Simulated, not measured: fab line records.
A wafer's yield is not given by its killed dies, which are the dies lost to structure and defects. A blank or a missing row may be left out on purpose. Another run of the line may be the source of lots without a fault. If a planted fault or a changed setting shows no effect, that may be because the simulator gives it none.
Which of the tools did it? ; flow nand_harc ; 30 wafers from 10 lots sampled at 2 of the route's 1302 steps

## WHAT THE GAUGES SHOWED, per wafer
NHARC_P_STI_OCD_MEAS_17.
lot;measured;on;trench_depth_nm (nm)
L075;day 3 11:29;ocd-01;311 301 299
L078;day 4 15:23;ocd-02;300 309 295
L081;day 5 23:01;ocd-01;297 304 304
L084;day 7 03:05;ocd-02;307 298 300
L087;day 8 05:55;ocd-02;305 299 298
L089;day 9 00:56;ocd-02;300 295 307
L091;day 10 00:22;ocd-01;297 297 302
L093;day 10 21:25;ocd-01;297 297 303
L095;day 11 14:25;ocd-01;306 311 302
L097;day 12 09:45;ocd-02;296 297 305

## WHICH TOOL RAN EACH LOT (tool, then ch and the chambers of the sampled wafers, then the start)
lot;NHARC_P_STI_ETCH_31
L075;rie_diel-04 ch 2,3, day 3 11:29 or earlier
L078;rie_diel-04 ch 0,1, day 4 15:23 or earlier
L081;rie_diel-04 ch 0,1,2, day 5 23:01 or earlier
L084;rie_diel-08 ch 1,2,3, day 7 03:05 or earlier
L087;rie_diel-04 ch 1,2, day 8 05:55 or earlier
L089;rie_diel-04 ch 0,2,3, day 9 00:56 or earlier
L091;rie_diel-04 ch 0,1,3, day 10 00:22 or earlier
L093;rie_diel-04 ch 2,3, day 10 21:25 or earlier
L095;rie_diel-09 ch 0,2,3, day 11 14:25 or earlier
L097;rie_diel-09 ch 1,2, day 12 09:45 or earlier
- NHARC_P_STI_ETCH_31: etches the open film in CF4/CHF3, target depth 108.9 nm, time 54.5 s.

## THE ANSWER, worked out from the rows above alone
Rule: the lots themselves supply what counts as usual. Put in order of their means at a reading, lots are off if they are a third of the lots or fewer, leave a main group of 4 or more, and stand apart from it by a gap of 3 or more times the standard deviation of the main group's means; of several such gaps the widest counts. A main group whose means are all the same, to the digits that the tables above print for the reading, isn't used. Also off: a lot with no number at a reading for which 4 or more lots have one. The other lots that the step has rows for count as sound.
None of the lots is off at any reading shown; this tells nothing.

## WHAT THE SIMULATOR HAD INSERTED
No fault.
